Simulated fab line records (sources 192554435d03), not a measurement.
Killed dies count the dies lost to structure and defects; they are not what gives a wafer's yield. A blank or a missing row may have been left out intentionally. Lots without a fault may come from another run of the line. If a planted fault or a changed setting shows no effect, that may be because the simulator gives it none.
fab line records ; flow n5-finfet
record: lots: 9; wafers: 26; last-day: 17
route steps=1938 shown BEOL_M0_SAQP@694 BEOL_M0_CUTY@705 BEOL_M4@1111
lots that met no fault: from a run of the same line without faults
start-h: hours from the record's first day to the start of the lot's first wafer shown ; wait-h: how many hours have passed since the lot's step before this one ; " as in the row above ; L1.1+2: a single row standing in for several wafers ; - no value, or no start given ; * or withheld: withheld ; < > ~ a bound
route shown NAME@n: a module of which the file shows steps, and the number in the route of the first ; usual: mean/standard deviation taken from wafers without a fault ; same: alike in all rows ; chamber/n: place in a boat ; sites: the reading at each site ; _std_site: standard deviation of those values ; _edge_site: outer sites' mean less inner sites' ; radius-mm: how far each site lies from the wafer's centre ; mask NAME#n: copy n ; behind: tool/chamber where the wafer was last shaped ; hold: the reason the lot was held/the length of the hold in hours/how it ended ; device: the n, p or np transistor that did not switch ; end of line: the route-end tests of the same wafers ; where a step has no rows: the recipe by itself ; killed: at the first sort, the dies lost to defects and structure; wafer yield is something else ; map: per-die view of a wafer (x killed, . not killed, _ where there is no die)
set.NAME: the setting as run; set.NAME@STEP: as run at that earlier step ; model.NAME: the simulator's own value behind a step, which no gauge read
steps of the route over a sample of lots; a table a step, a row a wafer
services: from which hour (start-h, from the record's first day; less than 0 if before it) a tool's chamber was out of use, for how many hours, and why
== steps ==
step: N5_BEOL_M0_SAQP_ETCH_73
recipe: chemistry: CF4; target: SiARC; target-depth-a: 195; mask-material: CAR-EUV; time-s: 32.5; ion-energy-ev: 80; pressure-mtorr: 40; source-w: 545; bias-w: 36; Ar_flow_sccm: 100; cf4-flow-sccm: 100; ends: cleared
usual: drypump-motor-current-A: 5.9/0.47; etch-rf-on-time-s: 33.0/1.2; oes-product-au: 0.68/0.082; rf-fwd-power-W: 532.8/2.3; rf-vpp-V: 184.1/1.1; showerhead-plenum-p-Torr: 2.16/0.058; throttle-valve-pct: 15.60/0.27
lot.wafer;tool;chamber;start-h;wait-h;drypump-motor-current-A;etch-rf-on-time-s;oes-product-au;rf-fwd-power-W;rf-hours-counter-h;rf-vpp-V;showerhead-plenum-p-Torr;throttle-valve-pct
L214.2;rie-diel-03;1;115.95;0.0;5.7;32.0;0.66;528.0;152;183.5;2.07;15.98
L214.4;rie-diel-03;3;115.95;0.0;5.7;34.0;0.59;534.3;193;185.2;2.22;15.82
L214.5;rie-diel-03;2;115.95;0.0;6.6;34.0;0.57;531.7;-;184.6;2.19;15.83
L215.1;rie-diel-03;3;120.17;0.0;5.7;34.7;0.59;538.0;194;184.8;2.22;15.82
L215.2;rie-diel-03;0;120.17;0.0;6.2;32.7;0.59;533.6;239;183.5;2.09;15.44
L215.5;rie-diel-03;0;120.17;0.0;6.2;32.5;0.58;533.2;-;182.9;2.09;15.46
L218.2;rie-diel-02;3;138.10;0.0;5.2;31.7;0.75;531.5;36;182.8;2.10;15.37
L218.3;rie-diel-02;2;138.10;0.0;6.1;33.9;0.59;535.3;239;183.0;2.12;16.02
L218.4;rie-diel-02;1;138.10;0.0;6.6;33.5;0.69;528.9;78;185.8;2.17;15.37
L219.2;rie-diel-02;3;142.95;0.0;5.3;32.0;0.75;528.8;38;184.0;2.10;15.38
L219.3;rie-diel-02;0;142.95;0.0;6.3;33.3;0.59;534.2;199;183.7;2.23;15.55
L219.6;rie-diel-02;0;142.95;0.0;6.3;33.6;0.59;533.4;-;185.6;2.23;15.55
L220.3;rie-diel-03;1;149.53;0.0;5.7;32.0;0.65;534.5;163;181.0;2.07;15.97
L220.4;rie-diel-03;1;149.53;0.0;5.6;31.7;0.65;533.1;-;181.5;2.07;15.97
L220.6;rie-diel-03;0;149.53;0.0;6.2;32.6;0.58;532.7;-;183.1;2.08;15.49
L221.3;rie-diel-03;3;157.08;0.0;5.7;34.1;0.58;534.6;207;185.6;2.21;15.85
L221.4;rie-diel-03;2;157.08;0.0;6.6;33.2;0.83;530.9;-;182.6;2.19;15.33
L221.6;rie-diel-03;1;157.08;0.0;5.7;31.7;0.66;531.7;-;181.8;2.07;15.97
L222.2;rie-diel-06;0;158.27;0.0;6.0;31.0;0.73;531.1;73;184.6;2.18;15.77
L222.3;rie-diel-06;2;158.27;0.0;5.3;34.6;0.64;534.7;154;185.2;2.15;15.99
L225.1;rie-diel-02;0;179.92;0.0;6.2;33.8;0.58;536.1;212;184.5;2.22;15.56
L225.4;rie-diel-02;1;179.92;0.0;6.6;33.8;0.68;531.1;-;184.8;2.16;15.40
L225.5;rie-diel-02;3;179.92;0.0;5.2;32.5;0.72;530.8;-;183.8;2.09;15.40
L234.1;rie-diel-03;0;232.35;0.0;6.2;32.5;0.80;530.7;18;184.6;2.08;14.97
L234.5;rie-diel-03;1;232.35;0.0;5.7;32.3;0.63;530.8;-;181.6;2.06;16.02
L234.6;rie-diel-03;0;232.35;0.0;6.2;32.8;0.79;534.7;-;185.2;2.08;14.99
step: N5_BEOL_M0_SAQP_ALD_48
recipe: material: SiO2; target-thk-a: 200; temp-c: 100; ald-precursor-family: BDEAS; ald-co-reactant: O2-plasma; pulse-time-s: 1; co-reactant-pulse-time-s: 1; purge-time-s: 2; co-reactant-purge-time-s: 2; ald-cycles: 139; pressure-torr: 2
usual: heater-power-outer-w: 42/4.1; heater-power-w: 81/8.3; precursor-pulse-height-rel: 0.997/0.019
same: pulse-time-s: 1
lot.wafer;tool;chamber;start-h;wait-h;heater-power-outer-w;heater-power-w;precursor-pulse-height-rel
L214.2;ald-sin-01;3;117.09;0.9;38;78;0.995
L214.4;ald-sin-01;2;117.09;0.9;37;70;0.974
L214.5;ald-sin-01;0;117.09;0.9;50;106;1.023
L215.1;ald-sin-04;1;120.42;0.1;38;75;0.989
L215.2;ald-sin-04;0;120.42;0.1;47;97;0.972
L215.5;ald-sin-04;0;120.42;0.1;48;96;1.016
L218.2;ald-sin-02;1;138.33;0.0;39;73;1.006
L218.3;ald-sin-02;3;138.33;0.0;37;77;1.018
L218.4;ald-sin-02;2;138.33;0.0;42;81;0.979
L219.2;ald-sin-02;0;143.18;0.0;41;81;0.951
L219.3;ald-sin-02;3;143.18;0.0;38;77;0.998
L219.6;ald-sin-02;1;143.18;0.0;39;72;1.008
L220.3;ald-sin-04;3;150.05;0.3;48;89;1.011
L220.4;ald-sin-04;3;150.05;0.3;50;90;0.982
L220.6;ald-sin-04;1;150.05;0.3;38;74;1.012
L221.3;ald-sin-04;3;157.32;0.0;49;87;1.021
L221.4;ald-sin-04;0;157.32;0.0;48;97;1.023
L221.6;ald-sin-04;2;157.32;0.0;46;87;0.997
L222.2;ald-sin-04;2;158.50;0.0;44;87;0.999
L222.3;ald-sin-04;0;158.50;0.0;48;96;1.005
L225.1;ald-sin-01;1;180.16;0.0;44;77;1.027
L225.4;ald-sin-01;0;180.16;0.0;50;102;1.009
L225.5;ald-sin-01;1;180.16;0.0;43;79;0.993
L234.1;ald-sin-02;0;232.58;0.0;41;79;1.050
L234.5;ald-sin-02;0;232.58;0.0;40;81;0.997
L234.6;ald-sin-02;3;232.58;0.0;39;77;1.021
step: N5_BEOL_M0_SAQP_ETCH_49
recipe: chemistry: CF4/O2; target-depth-a: 370; target: SiO2; pressure-mtorr: 40; source-w: 535; bias-w: 49; Ar_flow_sccm: 100; cf4-flow-sccm: 100; O2_flow_sccm: 10; ion-energy-ev: 100
usual: drypump-motor-current-A: 5.9/0.47; oes_ar_750_au: 0.80/0.092; oes-product-au: 0.82/0.096; rf-fwd-power-W: 532.7/1.6; rf-vpp-V: 245/7.9; showerhead-plenum-p-Torr: 2.22/0.057; throttle-valve-pct: 15.83/0.28
lot.wafer;tool;chamber;start-h;wait-h;drypump-motor-current-A;oes_ar_750_au;oes-product-au;rf-fwd-power-W;rf-hours-counter-h;rf-vpp-V;showerhead-plenum-p-Torr;throttle-valve-pct
L214.2;rie-diel-02;2;117.62;0.3;6.1;0.70;0.70;532.3;233;247;2.18;16.22
L214.4;rie-diel-02;0;117.62;0.3;6.3;0.69;0.70;532.6;192;240;2.30;15.76
L214.5;rie-diel-02;1;117.62;0.3;6.7;0.80;0.83;530.7;-;260;2.23;15.60
L215.1;rie-diel-02;1;120.95;0.3;6.6;0.80;0.83;534.5;74;261;2.23;15.62
L215.2;rie-diel-02;2;120.95;0.3;6.1;0.69;0.70;532.3;234;248;2.18;16.24
L215.5;rie-diel-02;3;120.95;0.3;5.2;0.88;0.88;531.8;-;234;2.16;15.61
L218.2;rie-diel-06;3;138.93;0.3;5.4;0.88;0.93;528.1;22;246;2.33;15.51
L218.3;rie-diel-06;0;138.93;0.3;6.0;0.85;0.85;532.4;66;237;2.24;15.99
L218.4;rie-diel-06;2;138.93;0.3;5.3;0.73;0.76;532.2;-;252;2.22;16.22
L219.2;rie-diel-06;2;143.71;0.3;5.4;0.73;0.76;533.4;149;253;2.22;16.22
L219.3;rie-diel-06;0;143.71;0.3;6.0;0.85;0.85;531.8;68;238;2.24;15.99
L219.6;rie-diel-06;3;143.71;0.3;5.4;0.88;0.94;532.9;-;247;2.33;15.50
L220.3;rie-diel-02;3;150.58;0.3;5.2;0.87;0.88;529.1;39;233;2.16;15.64
L220.4;rie-diel-02;2;150.58;0.3;6.1;0.69;0.69;533.1;243;247;2.18;16.25
L220.6;rie-diel-02;3;150.58;0.3;5.2;0.87;0.87;534.1;-;234;2.16;15.62
L221.3;rie-diel-06;2;157.84;0.3;5.4;0.72;0.76;530.4;154;252;2.21;16.21
L221.4;rie-diel-06;3;157.84;0.3;5.4;0.87;0.93;531.9;29;248;2.33;15.52
L221.6;rie-diel-06;1;157.84;0.3;5.5;0.97;1.00;533.1;-;244;2.17;15.56
L222.2;rie-diel-02;3;159.06;0.3;5.3;0.86;0.86;532.9;43;234;2.16;15.65
L222.3;rie-diel-02;0;159.06;0.3;6.2;0.69;0.69;532.8;203;239;2.29;15.80
L225.1;rie-diel-03;3;180.77;0.4;5.7;0.67;0.69;531.1;217;244;2.27;16.13
L225.4;rie-diel-03;2;180.77;0.4;6.6;0.91;0.96;531.7;11;250;2.25;15.59
L225.5;rie-diel-03;3;180.77;0.4;5.7;0.67;0.69;532.7;-;246;2.27;16.12
L234.1;rie-diel-02;2;233.11;0.3;6.1;0.92;0.95;532.0;12;245;2.17;15.77
L234.5;rie-diel-02;2;233.11;0.3;6.1;0.93;0.95;532.6;-;246;2.17;15.76
L234.6;rie-diel-02;1;233.11;0.3;6.6;0.77;0.78;532.7;-;260;2.22;15.67
step: N5_BEOL_M0_CUTY_EXPOSE_54
recipe: mask-id: M0_ABLK; na: 1.35; source-shape: conventional; sigma-outer: 0.8; polarization: unpolarized; dose-mj: 36
same: na: 1.35
lot.wafer;tool;chamber;start-h;wait-h;mask
L214.2+4+5;arfi-scanner-02;0;117.87;-;M0_ABLK#0
L215.1+2+5;arfi-scanner-03;0;121.32;-;M0_ABLK#0
L218.2+3+4;arfi-scanner-02;0;139.30;-;M0_ABLK#0
L219.2+3+6;arfi-scanner-02;0;143.96;-;M0_ABLK#0
L220.3+4+6;arfi-scanner-01;0;150.96;-;M0_ABLK#0
L221.3+4+6;arfi-scanner-02;0;158.22;-;M0_ABLK#0
L222.2+3;arfi-scanner-03;0;159.43;-;M0_ABLK#0
L225.1+4+5;arfi-scanner-02;0;181.14;-;M0_ABLK#0
L234.1+5+6;arfi-scanner-03;0;233.35;-;M0_ABLK#0
step: N5_BEOL_M0_CUTY_OVL_MEAS_58
recipe: points-per-wafer: 44
usual: M0_ABLK_OVL: 0.0/0.85
lot.wafer;tool;chamber;start-h;wait-h;M0_ABLK_OVL[nm]
L214.2;overlay-01;0;118.01;0.0;0.5
L214.4;overlay-01;0;118.01;0.0;-0.3
L214.5;overlay-01;0;118.01;0.0;1.0
L215.1;overlay-01;0;121.47;0.0;-0.1
L215.2;overlay-01;0;121.47;0.0;-1.1
L215.5;overlay-01;0;121.47;0.0;0.1
L218.2;overlay-02;0;139.45;0.0;-1.1
L218.3;overlay-02;0;139.45;0.0;-1.1
L218.4;overlay-02;0;139.45;0.0;-0.7
L219.2;overlay-01;0;144.10;0.0;1.6
L219.3;overlay-01;0;144.10;0.0;1.0
L219.6;overlay-01;0;144.10;0.0;0.1
L220.3;overlay-02;0;151.10;0.0;0.8
L220.4;overlay-02;0;151.10;0.0;2.0
L220.6;overlay-02;0;151.10;0.0;1.4
L221.3;overlay-02;0;158.37;0.0;9.0
L221.4;overlay-02;0;158.37;0.0;9.2
L221.6;overlay-02;0;158.37;0.0;8.6
L222.2;overlay-01;0;159.58;0.0;-1.2
L222.3;overlay-01;0;159.58;0.0;-1.8
L225.1;overlay-01;0;181.29;0.0;9.8
L225.4;overlay-01;0;181.29;0.0;9.0
L225.5;overlay-01;0;181.29;0.0;9.2
L234.1;overlay-02;0;233.51;0.0;0.1
L234.5;overlay-02;0;233.51;0.0;0.1
L234.6;overlay-02;0;233.51;0.0;0.5
step: N5_BEOL_M4_RC_MEAS_101
usual: DIBL_N: 36.1/2; DIBL_P: 36.3/2.4; IOFF_N: 0.15/0.035; IOFF_P: 0.21/0.039; ION_N: 672/15; ION_P: 463/9.7; SS_N: 71.5/0.7; SS_P: 73.2/0.75; VT_N: 251/3.6; VT_P: -250/3.8
lot.wafer;tool;chamber;start-h;wait-h;DIBL_N[mV/V];DIBL_P[mV/V];IOFF_N[nA/um];IOFF_P[nA/um];ION_N[uA/um];ION_P[uA/um];SS_N[mV/dec];SS_P[mV/dec];VT_N[mV];VT_P[mV]
L215.1;prober-02;0;174.00;0.0;39.4;40.9;0.23;0.26;693;469;72.7;73.6;245;-249
L215.2;prober-02;0;174.00;0.0;36.0;36.5;0.15;0.19;689;470;71.2;72.8;248;-252
L215.5;prober-02;0;174.00;0.0;39.1;40.4;0.22;0.26;707;475;72.4;74.9;247;-249
L214.2;prober-01;0;174.42;0.2;33.8;33.2;0.12;0.18;676;466;70.3;72.8;255;-252
L214.4;prober-01;0;174.42;0.2;35.8;36.5;0.14;0.22;670;468;71.2;73.4;252;-247
L214.5;prober-01;0;174.42;0.2;36.9;37.2;0.15;0.24;669;466;71.5;73.8;253;-248
L219.2;prober-02;0;195.51;0.2;37.0;38.5;0.18;0.27;695;480;71.8;74.5;247;-246
L219.3;prober-02;0;195.51;0.2;34.6;35.6;0.13;0.20;671;468;71.5;73.2;254;-248
L219.6;prober-02;0;195.51;0.2;35.8;36.7;0.16;0.23;691;478;70.7;74.0;248;-247
L218.2;prober-01;0;196.05;0.2;34.1;36.1;0.14;0.20;670;461;71.1;72.7;248;-250
L218.3;prober-01;0;196.05;0.2;37.2;39.6;0.17;0.26;664;463;71.7;73.7;250;-250
L218.4;prober-01;0;196.05;0.2;35.7;36.1;0.15;0.19;660;458;72.0;72.8;251;-252
L220.3;prober-02;0;206.71;0.3;39.7;39.7;0.20;0.22;671;456;72.8;74.2;247;-252
L220.4;prober-02;0;206.71;0.3;37.9;38.4;0.16;0.20;676;462;72.7;73.3;250;-257
L220.6;prober-02;0;206.71;0.3;37.7;38.9;0.17;0.20;669;453;72.5;73.7;249;-253
L221.3;prober-01;0;214.52;0.8;35.6;35.5;0.15;0.21;667;464;71.7;73.1;250;-248
L221.4;prober-01;0;214.52;0.8;33.7;34.3;0.15;0.19;670;457;70.9;72.5;249;-248
L221.6;prober-01;0;214.52;0.8;35.2;35.2;0.16;0.21;677;461;71.2;73.4;246;-249
L222.2;prober-02;0;214.70;0.3;35.3;35.3;0.12;0.18;657;461;71.7;73.2;255;-255
L222.3;prober-02;0;214.70;0.3;35.2;34.5;0.12;0.16;653;458;71.4;73.0;254;-257
L225.1;prober-02;0;239.84;0.0;37.0;37.7;0.18;0.24;682;470;72.2;73.9;246;-246
L225.4;prober-02;0;239.84;0.0;35.4;35.9;0.15;0.23;683;471;72.4;73.6;248;-249
L225.5;prober-02;0;239.84;0.0;38.6;39.9;0.22;0.30;697;473;72.5;74.0;246;-245
L234.1;prober-02;0;287.61;0.0;36.1;38.5;0.17;0.24;673;474;71.7;74.1;250;-250
L234.5;prober-02;0;287.61;0.0;34.5;35.5;0.14;0.20;666;462;72.0;73.4;250;-251
L234.6;prober-02;0;287.61;0.0;33.7;33.6;0.12;0.17;662;456;71.0;72.7;252;-255
== services ==
tool;chamber;start-h;hours;kind
arfi-scanner-03;-;95.07;0.8;pm
arfi-scanner-02;-;108.59;4.8;pm
arfi-scanner-01;-;132.00;0.8;pm
arfi-scanner-01;-;137.26;5.0;pm
arfi-scanner-01;-;142.29;1.3;pm
rie-diel-02;-;142.37;0.3;repair
arfi-scanner-03;-;149.74;1.0;pm
ald-sin-01;3;156.05;4.9;repair
arfi-scanner-02;-;156.59;1.1;repair
arfi-scanner-02;-;169.17;1.3;pm
rie-diel-02;2;172.46;-;clean
rie-diel-02;2;172.46;-;consumable-replace:focus-ring
rie-diel-02;2;172.46;20.7;scheduled-down
arfi-scanner-02;-;175.93;4.9;pm
ald-sin-04;-;176.76;14.0;pm
arfi-scanner-03;-;190.58;1.0;pm
arfi-scanner-02;-;192.35;1.0;pm
arfi-scanner-02;-;196.54;0.8;pm
ald-sin-01;1;201.62;27.1;repair
arfi-scanner-03;-;212.52;1.3;pm
arfi-scanner-02;-;212.78;5.0;repair
ald-sin-02;1;226.46;17.7;repair
arfi-scanner-01;-;228.44;1.0;pm
arfi-scanner-02;-;229.49;0.8;pm
== key ==
first-sign: step: N5_BEOL_M0_CUTY_OVL_MEAS_58; reading: M0_ABLK_OVL; direction: up; sigmas: 11; usual: 0.0; struck: 9.1
effect none on later readings
met-at N5_BEOL_M0_CUTY_EXPOSE_54
struck-lots L221,L225
baseline-loss: step: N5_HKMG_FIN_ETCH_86; wafers: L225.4
not-acting-at N5_BEOL_M0_SAQP_ETCH_73,N5_BEOL_M0_SAQP_ALD_48,N5_BEOL_M0_SAQP_ETCH_49
onset-between 143.96 158.22
fault: kind: scanner-matching-overlay; tool: arfi-scanner-02; chamber: -; onset-h: 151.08; steps: N5_BEOL_M0_CUTY_EXPOSE_54; offset: 9.7008
baseline-loss: these wafers lose ten dies or more at that step, a loss of the line's own and not of a fault; the sort's usual values leave them out
